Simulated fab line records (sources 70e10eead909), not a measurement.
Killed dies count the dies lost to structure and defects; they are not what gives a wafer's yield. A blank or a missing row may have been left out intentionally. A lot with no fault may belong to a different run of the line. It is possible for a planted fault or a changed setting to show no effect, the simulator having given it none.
A lot that was struck, set against a sound lot + flow nand_harc + 15 steps out of a route of 1302
Sound: the wafers L172.2, L172.3, L172.5. Struck: wafer L187.1. (L187.3, L187.5 of the same lot were not struck and are left out.) The cause comes at the end.
Per side, at each step with rows, come the tool, then ch with its chambers, and then its first start. Under that, the readings that differ: sound wafers + struck wafers + difference of the means + sigmas: that difference in standard deviations of wafers without a fault.
alike: a reading whose means differ by less than 2 such deviations, as well as words and numbers matching on both sides. not compared: withheld readings; readings where some wafer has no value; bounds like >300 that might hide an equal value; numbers whose values overlap and for which the record gives no deviation.
Wherever a step has rows on one side only, a row that says differs or no value, or a row with sigmas, the two part there. Numbers that don't overlap but have no deviation are shown without sigmas and don't part them. A reading missing from all wafers of one side parts the sides only when that side holds two or more wafers.

first, 1 step without rows for these wafers: NHARC_A_CONTACT_ETCH_78 (etches the open film in O2/COS, target depth 5300 nm, time 1378 s).
NHARC_A_CONTACT_ETCH_124: etches the open film in C4F8/O2/Ar, time 140 s, target depth 700 nm.
  sound on har_cap_etch-02 ch 1, day 23 00:22; struck on har_cap_etch-03 ch 1, day 28 01:08
  alike: run_length_s
  not compared: rf_hours_counter_h
NHARC_A_CONTACT_ETCH_125: etches the open film in C4F8/O2/Ar, time 197 s, target depth 1918 nm.
  sound on har_cap_etch-02 ch 1, day 23 00:34; struck on har_cap_etch-03 ch 1, day 28 01:24
  not compared: rf_hours_counter_h, run_length_s
then, 1 step without rows for these wafers: NHARC_A_CONTACT_ETCH_126 (etches the open film in C4F8/O2/Ar, time 197 s, target depth 1918 nm).
NHARC_A_CONTACT_ETCH_127: etches the open film in C4F8/O2/Ar, time 197 s, target depth 1918 nm.
  sound on har_cap_etch-02 ch 1, day 23 00:55; struck on har_cap_etch-03 ch 1, day 28 01:52
  not compared: rf_hours_counter_h, run_length_s
NHARC_A_CONTACT_ETCH_128: etches the open film in C4F8/O2/Ar, time 197 s, target depth 1918 nm.
  sound on har_cap_etch-02 ch 1, day 23 01:06; struck on har_cap_etch-03 ch 1, day 28 02:06
  not compared: rf_hours_counter_h, run_length_s
then, 3 steps without rows for these wafers: NHARC_A_CONTACT_ETCH_129 (etches the open film in C4F8/O2/Ar, time 197 s, target depth 1918 nm); NHARC_A_CONTACT_ETCH_130 (etches the open film in C4F8/O2/Ar, time 197 s, target depth 1918 nm); NHARC_A_CONTACT_ETCH_131 (etches the open film in C4F8/O2/Ar, time 197 s, target depth 1918 nm).
NHARC_A_CONTACT_ETCH_132: etches the open film in C4F8/O2/Ar, time 197 s, target depth 1924 nm.
  sound on har_cap_etch-02 ch 1, day 23 01:48; struck on har_cap_etch-03 ch 1, day 28 03:02
  not compared: rf_hours_counter_h, run_length_s
then, 2 steps without rows for these wafers: NHARC_A_CONTACT_ETCH_133 (etches the open film in C4F8/O2/Ar, time 374 s, target depth 1610 nm); NHARC_A_CONTACT_ETCH_91 (etches the open film in CH3F/O2, target depth 40 nm, time 85.7 s).
NHARC_A_CONTACT_ETCH_97: etches the open film in C4F6/O2, target depth 20 nm, time 10 s.
  sound on rie_diel-02 ch 0,3, day 23 02:52; struck on rie_diel-03 ch 0, day 28 04:20
| reading                         | sound          | struck | difference | sigmas |
|---------------------------------|----------------|--------|------------|--------|
| run_length_s (s)                | 31.9 31.5 31.6 | 27.3   | -4.4       | -11    |
| showerhead_plenum_p_Torr (Torr) | 4.14 4.01 4.14 | 3.73   | -0.37      | -2     |
  alike: drypump_motor_current_A, oes_product_au, rf_vpp_V, throttle_valve_pct
  not compared: rf_hours_counter_h
NHARC_A_CONTACT_CD_MEAS_80:
  sound on cd_sem-02, day 23 02:57; struck on cd_sem-02, day 28 04:25
  alike: cd_nm
-- jump in the record: it breaks off in module A_CONTACT and resumes in module END (first step shown: number 1302 of the route), and 2 days separate the struck wafers' starts before and after --
NHARC_END_SORT_01:
  at this point the record logs the struck wafers (prober-02 ch 0, day 30 08:52) and has no rows for the sound ones

== WHERE THEY PART ==
Last at NHARC_END_SORT_01 as far as this record goes, first at NHARC_A_CONTACT_ETCH_97.

WHY: what the simulator had put in
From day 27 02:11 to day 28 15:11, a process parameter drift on rie_diel-03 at NHARC_A_CONTACT_ETCH_97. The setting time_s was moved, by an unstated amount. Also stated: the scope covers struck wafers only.
